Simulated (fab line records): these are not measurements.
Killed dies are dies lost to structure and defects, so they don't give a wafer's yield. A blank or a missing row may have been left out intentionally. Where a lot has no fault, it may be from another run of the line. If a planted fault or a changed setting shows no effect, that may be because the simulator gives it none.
Comparing a struck lot with a sound one + flow n5_finfet + 16 out of 1938 route steps
Sound: these wafers, L966.1, L966.3, L966.5. Struck: wafer L975.5 (left out: L975.1, a lot-mate that was not struck); the cause follows at the end.
At each step with rows: each side's tool, then ch and its chambers, then its first start. Under that, the readings that differ: sound wafers + struck wafers + difference of the means + sigmas: that difference in standard deviations of wafers without a fault.
alike: readings with means less than 2 such deviations apart, plus words and numbers identical on both sides. not compared: withheld readings, readings lacking a value on some wafer, bounds such as >300 that could conceal the same value, and numbers that have no deviation in the record and whose values overlap.
Wherever a step has rows on one side only, a row that says differs or no value, or a row with sigmas, the two part there. Numbers that have no deviation but don't overlap get no sigmas and don't part them. Lack of a reading on every wafer of one side parts them only where that side has two or more wafers.

first, 3 steps without rows for these wafers: N5_FIN_SAQP_STRIP_53 (strips in N2/H2); N5_FIN_SAQP_HM_OPEN_73 (chemistry CHF3/O2, target SiO2, stops on a-Si, target depth 12 nm, time 16.8 s); N5_FIN_SAQP_STRIP_74 (strips in CHF3/O2).
N5_FIN_SAQP_MANDREL_ETCH_22: etches a-Si in HBr/Cl2, stops on SiNx, target depth 60 nm, bt time 10 s, time 30 s.
  sound on rie_si-05 ch 0,1,2, day 2 04:42; struck on rie_si-05 ch 0, day 4 10:50
  alike: HBr_flow_sccm, chamber_pressure_mTorr, drypump_motor_current_A, oes_product_au, throttle_valve_pct
  not compared: rf_hours_counter_h
N5_FIN_SAQP_STRIP_55: strips in N2/H2.
  sound on rie_diel-01 ch 1,3, day 2 04:48; struck on rie_diel-01 ch 3, day 4 10:56
  alike: bias_power_w, chamber_pressure_mTorr, drypump_motor_current_A, oes_product_au, rf_vpp_V, showerhead_plenum_p_Torr, throttle_valve_pct
  not compared: rf_hours_counter_h
then, 2 steps without rows for these wafers: N5_FIN_SAQP_STRIP_23 (strips in SPM, time 750 s); N5_FIN_SAQP_SRD_66 (time 30 s).
N5_FIN_SAQP_RECESS_75: chemistry HF/NH3, target SiO2, target depth 14.4 nm, afs cycles 3, sublimation time 60 s.
  sound on vapor_etch-01 ch 0,1, day 2 05:10; struck on vapor_etch-01 ch 1, day 4 11:16
  alike: drypump_motor_current_A
N5_FIN_SAQP_SPACER1_ALD_24: deposits SiO2, target thk 20.3 nm, pulse time 1 s, purge time 2 s.
  sound on ald_sin-04 ch 0,2,3, day 2 05:36; struck on ald_sin-03 ch 0, day 4 11:39
  alike: heater_power_w, precursor_pulse_height_rel
then, 2 steps without rows for these wafers: N5_FIN_SAQP_SPACER1_ETCHBACK_25 (etches SiO2 in CHF3/O2, target depth 24.4 nm, time 12.2 s); N5_FIN_SAQP_MANDREL1_REMOVE_56 (chemistry HBr/Cl2/O2, target a-Si, stops on SiNx, bt time 10 s).
N5_FIN_SAQP_CD_MEAS_27: target cd 20 nm.
  sound on cd_sem-02 ch 0, day 2 06:31; struck on cd_sem-01 ch 0, day 4 12:37
  alike: cd_nm
N5_FIN_SAQP_ETCH_57: etches SiNx in CH3F/O2, target depth 32.5 nm, time 46.4 s.
  sound on rie_diel-06 ch 1,3, day 2 06:34; struck on rie_diel-06 ch 3, day 4 12:43
| reading                     | sound          | struck | difference | sigmas |
|-----------------------------|----------------|--------|------------|--------|
| drypump_motor_current_A (A) | 5.4 6.5 6.6    | 5.4    | -0.8       | -2     |
| etch_rf_on_time_s (s)       | 45.7 47.2 47.2 | 31.2   | -15.5      | -16    |
  alike: chamber_pressure_mTorr, oes_product_au, rf_vpp_V, showerhead_plenum_p_Torr, throttle_valve_pct
  not compared: rf_hours_counter_h
N5_FIN_SAQP_ETCH_65: etches SiO2 in CF4, target depth 4 nm, time 4.4 s.
  sound on rie_si-05 ch 2,3, day 2 06:41; struck on rie_si-05 ch 0, day 4 12:49
| reading                | sound             | struck | difference | sigmas |
|------------------------|-------------------|--------|------------|--------|
| throttle_valve_pct (%) | 22.18 22.10 22.17 | 21.71  | -0.44      | -2     |
  alike: chamber_pressure_mTorr, drypump_motor_current_A, oes_product_au
  not compared: rf_hours_counter_h
-- here the record skips 6 days between the struck wafers' starts before and after, leaving off in module FIN_SAQP and picking up in module BEOL_M4 (first step shown: number 1111 of the route) --
N5_BEOL_M4_RC_MEAS_101:
  sound on prober-02 ch 0, day 8 13:09; struck on prober-02 ch 0, day 10 09:26
| reading        | sound          | struck | difference | sigmas |
|----------------|----------------|--------|------------|--------|
| IOFF_P (nA/um) | 0.17 0.24 0.19 | 0.34   | +0.14      | +4     |
| ION_P (uA/um)  | 448 456 454    | 475    | +22        | +3     |
| VT_P (mV)      | -257 -252 -252 | -241   | +13        | +4     |
  alike: DIBL_N, DIBL_P, IOFF_N, ION_N, SS_N, SS_P, VT_N
N5_PASSIVATION_PROBE_49:
  the record has rows for the sound wafers here (prober-02, day 13 05:55) and none for the struck ones

== WHERE THEY PART ==
At N5_FIN_SAQP_ETCH_57 first; at N5_PASSIVATION_PROBE_49 last (within this record only).

WHY: the cause the simulator had injected
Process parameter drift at N5_FIN_SAQP_ETCH_57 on rie_diel-06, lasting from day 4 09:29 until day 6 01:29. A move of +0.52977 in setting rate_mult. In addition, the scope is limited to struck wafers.
